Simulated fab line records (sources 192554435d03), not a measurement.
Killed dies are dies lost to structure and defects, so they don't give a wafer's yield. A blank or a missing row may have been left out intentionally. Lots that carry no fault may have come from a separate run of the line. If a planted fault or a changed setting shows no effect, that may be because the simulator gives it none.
A single fault, viewed from 2 desks ; flow n5_finfet ; every desk sees just its own numbers, and what lay behind them comes last

== AT THE METROLOGY DESK ==
What the gauges read, lot by lot, whatever tool the lot ran on: means of the sampled wafers that have a number. If a lot's mean is further than 4 standard deviations from the usual mean, the lot is out of limits and carries the mark OUT (the distance appears in the brackets).
Columns: A = M14_RS at N5_BEOL_M14_RS_MEAS_54, usual 0.0336 ohm/sq; B = cd_nm at N5_BEOL_M15_CD_MEAS_10, usual 360.1 nm
lot;first seen here;A;B
L217;day 12 00:50;0.0334;358.5
L216;day 12 03:27;0.0348;361.6
L224;day 13 06:02;0.0330;366.5
L223;day 13 10:43;0.0343;367.9 (+4.1) OUT
L226;day 13 16:51;0.0328;363.9
L230;day 15 05:10;0.0331;358.5
L232;day 15 18:14;0.0332;358.9
L236;day 16 16:19;0.0332;360.6
L235;day 16 17:59;0.0343;360.7
L237;day 17 05:25;0.0347;359.5
L239;day 17 06:42;0.0345;361.0
L238;day 17 07:09;0.0320;361.2
This desk's verdict: out of limits on L223, starting with L223 at day 13 11:26 (cd_nm at N5_BEOL_M15_CD_MEAS_10). L217, L216, L224, L226, L230, L232, L236, L235, L237, L239, L238: within limits.

== TOOL OWNER'S DESK, krf_scanner-02 ==
The tool's own readings at N5_BEOL_M15_EXPOSE_07 (exposes mask V14): means of the sampled wafers that have a number, for each lot that ran on this tool. If a lot's mean is further than 4 standard deviations from the usual mean, the lot is out of limits and carries the mark OUT (the distance appears in the brackets).
Columns: A = exposure_dose_mJ_cm2 at N5_BEOL_M15_EXPOSE_07, usual 41.21
lot;first seen here;A
L217;day 12 01:31;41.23
L224;day 13 06:43;41.28
L223;day 13 11:16;41.16
L226;day 13 17:29;41.14
L237;day 17 05:59;41.23
L239;day 17 07:10;41.16
L238;day 17 07:36;41.15
This desk's verdict: no lot among the 7 shows anything out of limits.

== PUT TOGETHER ==
An alarm was possible from the metrology desk at day 13 11:26, on L223.
The desk of the tool owner found nothing out of limits.
The tool owner's desk has L223 on record, within its limits.
Every lot named ran N5_BEOL_M15_EXPOSE_07 on krf_scanner-02.

== WHAT HAD BEEN PUT IN BY THE SIMULATOR ==
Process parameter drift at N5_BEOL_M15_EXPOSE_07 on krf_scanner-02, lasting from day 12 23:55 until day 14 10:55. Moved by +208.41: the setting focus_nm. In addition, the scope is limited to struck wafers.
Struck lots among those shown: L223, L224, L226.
Time in hours between the start of the fault and the first out-of-limits reading at each desk: metrology desk, 12.
